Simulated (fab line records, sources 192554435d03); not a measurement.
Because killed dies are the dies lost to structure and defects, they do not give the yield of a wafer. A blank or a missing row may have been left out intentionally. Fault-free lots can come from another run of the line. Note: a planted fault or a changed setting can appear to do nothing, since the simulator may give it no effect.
2 desks, one fault    flow n5-finfet    each desk has only its own numbers; what lay behind them comes last

METROLOGY DESK
What the gauges read, lot by lot, whatever tool the lot ran on: means of the sampled wafers that have a number. Any lot whose mean is over 4 standard deviations away from the usual mean is out of limits and marked OUT; that distance is given in the brackets. 7 of its 10 readings are shown, namely those furthest out on some lot.
Columns: A = DIBL_P at N5_BEOL_M4_RC_MEAS_101, usual 37.1 mV/V; B = IOFF_P at N5_BEOL_M4_RC_MEAS_101, usual 0.22 nA/um; C = ION_N at N5_BEOL_M4_RC_MEAS_101, usual 674 uA/um; D = ION_P at N5_BEOL_M4_RC_MEAS_101, usual 463 uA/um; E = SS_N at N5_BEOL_M4_RC_MEAS_101, usual 71.7 mV/dec; F = VT_N at N5_BEOL_M4_RC_MEAS_101, usual 249 mV; G = VT_P at N5_BEOL_M4_RC_MEAS_101, usual -250 mV
lot   first seen here  A     B     C    D    E     F    G
L952  day 8 11:50      37.0  0.23  689  466  72.5  246  -248
L955  day 9 03:10      37.9  0.26  677  469  71.7  249  -247
L957  day 9 14:29      34.2  0.18  667  458  70.8  252  -254
L961  day 10 13:26     37.9  0.22  675  461  71.0  250  -251
L968  day 12 11:32     38.1  0.23  678  465  71.6  252  -250
L970  day 12 16:11     37.4  0.28  688  473  71.9  245  -244
L971  day 12 16:58     35.8  0.25  681  468  71.4  248  -246
L972  day 13 10:24     34.8  0.23  671  463  72.0  251  -249
L973  day 13 12:01     39.8  0.25  679  462  72.5  248  -249
This desk's verdict: no lot among the 9 shows anything out of limits.

AT THE TOOL OWNER'S DESK: wet-bench-04
The tool's own readings at N5_BEOL_M4_HM_STRIP_39 (strips TiN in peroxide tin strip, target depth 25 nm, time 158 s): means of the sampled wafers that have a number, for each lot that ran on this tool. Any lot whose mean is over 4 standard deviations away from the usual mean is out of limits and marked OUT; that distance is given in the brackets.
Columns: A = bath-heat-duty-pct at N5_BEOL_M4_HM_STRIP_39, usual 7.3 %; B = run-length-s at N5_BEOL_M4_HM_STRIP_39, usual 164.6 s
lot   first seen here  A    B
L957  day 9 09:49      7.2  163.4
L961  day 10 08:57     7.3  163.4
L968  day 12 07:30     7.5  112.8 (-23) OUT
L970  day 12 11:37     7.0  112.8 (-23) OUT
This desk's finding: out of limits on L968, L970; first on L968, day 12 07:30 (run-length-s at N5_BEOL_M4_HM_STRIP_39). L957, L961: within limits.

BROUGHT TOGETHER
On L968, L970, at day 12 07:30, an alarm was possible from the tool owner's desk.
The metrology desk saw nothing out of limits.
The metrology desk holds a record of L968, L970, inside its limits.
On wet-bench-04, each named lot ran N5_BEOL_M4_HM_STRIP_39.

WHAT WAS PUT IN BY THE SIMULATOR
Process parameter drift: wet-bench-04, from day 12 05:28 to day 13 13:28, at N5_BEOL_M4_HM_STRIP_39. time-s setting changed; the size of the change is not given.
Shown lots that were struck: L968, L970.
Each desk's first reading out of limits, in hours after the fault started: the tool owner's desk, 2.
